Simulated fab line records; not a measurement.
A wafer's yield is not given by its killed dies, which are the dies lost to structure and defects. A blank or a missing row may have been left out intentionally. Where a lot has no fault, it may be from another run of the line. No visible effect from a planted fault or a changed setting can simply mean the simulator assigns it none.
Chamber matching || flow n5Finfet || N5_BEOL_M10_ILD_DEP_00 on pecvd-01: 3 sister chambers
The step deposits SiCOH lowk from DEMS/porogen, target thk 308.51 nm, time 58 s. 6 wafers are shown with their chamber, then 8 later ones without.

== WAFERS, EACH WITH ITS CHAMBER ==
{"wafer": "L080.4", "chamber": 1, "heaterPowerW (W)": 351, "showerheadPlenumPTorr (Torr)": 5.753}
{"wafer": "L085.5", "chamber": 0, "heaterPowerW (W)": 361, "showerheadPlenumPTorr (Torr)": 5.729}
{"wafer": "L088.1", "chamber": 2, "heaterPowerW (W)": 288, "showerheadPlenumPTorr (Torr)": 5.752}
{"wafer": "L088.4", "chamber": 1, "heaterPowerW (W)": 365, "showerheadPlenumPTorr (Torr)": 5.755}
{"wafer": "L088.6", "chamber": 0, "heaterPowerW (W)": 358, "showerheadPlenumPTorr (Torr)": 5.734}
{"wafer": "L086.3", "chamber": 2, "heaterPowerW (W)": 248, "showerheadPlenumPTorr (Torr)": 5.758}

== WAFERS WITH NO CHAMBER GIVEN ==
{"wafer": "L086.4", "heaterPowerW (W)": 327, "showerheadPlenumPTorr (Torr)": 5.715}
{"wafer": "L086.6", "heaterPowerW (W)": 337, "showerheadPlenumPTorr (Torr)": 5.749}
{"wafer": "L094.1", "heaterPowerW (W)": 354, "showerheadPlenumPTorr (Torr)": 5.729}
{"wafer": "L094.2", "heaterPowerW (W)": 283, "showerheadPlenumPTorr (Torr)": 5.744}
{"wafer": "L094.3", "heaterPowerW (W)": 348, "showerheadPlenumPTorr (Torr)": 5.766}
{"wafer": "L094.4", "heaterPowerW (W)": 364, "showerheadPlenumPTorr (Torr)": 5.715}
{"wafer": "L094.5", "heaterPowerW (W)": 272, "showerheadPlenumPTorr (Torr)": 5.747}
{"wafer": "L094.6", "heaterPowerW (W)": 364, "showerheadPlenumPTorr (Torr)": 5.762}

== WHICH CHAMBER EACH WENT THROUGH ==
{"wafer": "L086.4", "from the rows above": 0, "in truth": 0}
{"wafer": "L086.6", "from the rows above": 1, "in truth": 1}
{"wafer": "L094.1", "from the rows above": 0, "in truth": 0}
{"wafer": "L094.2", "from the rows above": "can't be placed: 2 or 1", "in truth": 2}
{"wafer": "L094.3", "from the rows above": 1, "in truth": 1}
{"wafer": "L094.4", "from the rows above": 0, "in truth": 0}
{"wafer": "L094.5", "from the rows above": 2, "in truth": 2}
{"wafer": "L094.6", "from the rows above": 1, "in truth": 1}
Placed correctly: 7 of 8. Can't be placed from these rows: 1 (the true chamber is among the candidates in 1). 0 placed wrongly.
How it was worked out, from the rows above alone: a wafer's distance from a chamber is the root of the sum, over the readings, of the square of ((its reading less the chamber's mean) divided by the reading's scatter). The wafer belongs to the nearest chamber; if the next one is less than 2 further off, it can't be placed. Each chamber's mean is taken over the wafers shown for it. The scatter: the root of (the sum of the squares of (reading less its chamber's mean) over the shown wafers, divided by (wafers less chambers)).
